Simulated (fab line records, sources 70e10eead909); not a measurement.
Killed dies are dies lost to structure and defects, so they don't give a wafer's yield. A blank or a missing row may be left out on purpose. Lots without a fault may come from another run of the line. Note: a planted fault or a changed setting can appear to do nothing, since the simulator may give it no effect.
2 desks, one fault + flow nand-harc + each desk holds nothing but its own numbers, with what lay behind them at the end

FROM THE METROLOGY DESK
What the gauges read, lot by lot, whatever tool the lot ran on: means of the sampled wafers that have a number. Any lot whose mean is over 4 standard deviations away from the usual mean is out of limits and marked OUT; that distance is given in the brackets.
Columns: A = thk-nm at NHARC_A_DECK1_JOINT_THK_MEAS_17, usual 45.1 nm; B = thk-nm at NHARC_A_ONON_D2_THK_MEAS_30, usual 999 nm
| lot  | first seen here | A               | B    |
|------|-----------------|-----------------|------|
| L146 | day 12 15:33    | 45.2            | 1017 |
| L148 | day 13 01:13    | 44.3            | 995  |
| L149 | day 13 14:28    | 45.7            | 1005 |
| L150 | day 14 02:33    | 43.7            | 995  |
| L151 | day 14 02:43    | 45.1            | 995  |
| L156 | day 16 13:23    | 45.5            | 1006 |
| L157 | day 16 13:33    | 45.3            | 993  |
| L161 | day 18 08:01    | 48.7            | 997  |
| L159 | day 18 08:02    | 45.2            | 1000 |
| L160 | day 18 08:12    | 51.2 (+5.5) OUT | 985  |
| L165 | day 20 03:17    | 44.8            | 997  |
| L167 | day 21 08:22    | 45.9            | 998  |
This desk's finding: out of limits on L160; first on L160, day 18 08:12 (thk-nm at NHARC_A_DECK1_JOINT_THK_MEAS_17). In limits: L146, L148, L149, L150, L151, L156, L157, L161, L159, L165, L167.

FOR THE TOOL OWNER'S DESK: pecvd-03
The tool's own readings at NHARC_A_DECK1_JOINT_DEP_16 (deposits SiO2, target thk 45 nm): means of the sampled wafers that have a number, for each lot that ran on this tool. Any lot whose mean is over 4 standard deviations away from the usual mean is out of limits and marked OUT; that distance is given in the brackets.
Columns: A = heater-power-w at NHARC_A_DECK1_JOINT_DEP_16, usual 504 W; B = rf-fwd-power-W at NHARC_A_DECK1_JOINT_DEP_16, usual 895.9 W; C = showerhead-vpp-V at NHARC_A_DECK1_JOINT_DEP_16, usual 1852 V; D = throttle-valve-pct at NHARC_A_DECK1_JOINT_DEP_16, usual 15.8 %
| lot  | first seen here | A   | B                        | C    | D    |
|------|-----------------|-----|--------------------------|------|------|
| L148 | day 13 00:56    | 665 | 895.4                    | 1826 | 15.9 |
| L150 | day 14 02:17    | 628 | 895.0                    | 1880 | 16.0 |
| L161 | day 18 07:45    | 427 | 1253.8 (+99 or more) OUT | 2200 | 15.7 |
| L160 | day 18 08:00    | 445 | 1254.4 (+99 or more) OUT | 2225 | 15.3 |
This desk's finding: out of limits on L160, L161; first on L161, day 18 07:45 (rf-fwd-power-W at NHARC_A_DECK1_JOINT_DEP_16). In limits: L148, L150.

ALL TOGETHER
At day 18 07:45, on L160, L161, the tool owner's desk was in a position to raise an alarm.
At day 18 08:12 the metrology desk could have sounded an alarm, on L160.
The metrology desk has L161 on record, within its limits.
All the named lots went through NHARC_A_DECK1_JOINT_DEP_16 on pecvd-03.

WHAT THE SIMULATOR PUT IN
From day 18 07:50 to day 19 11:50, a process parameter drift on pecvd-03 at NHARC_A_DECK1_JOINT_DEP_16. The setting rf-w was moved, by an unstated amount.
Shown lots that were struck: L160, L161.
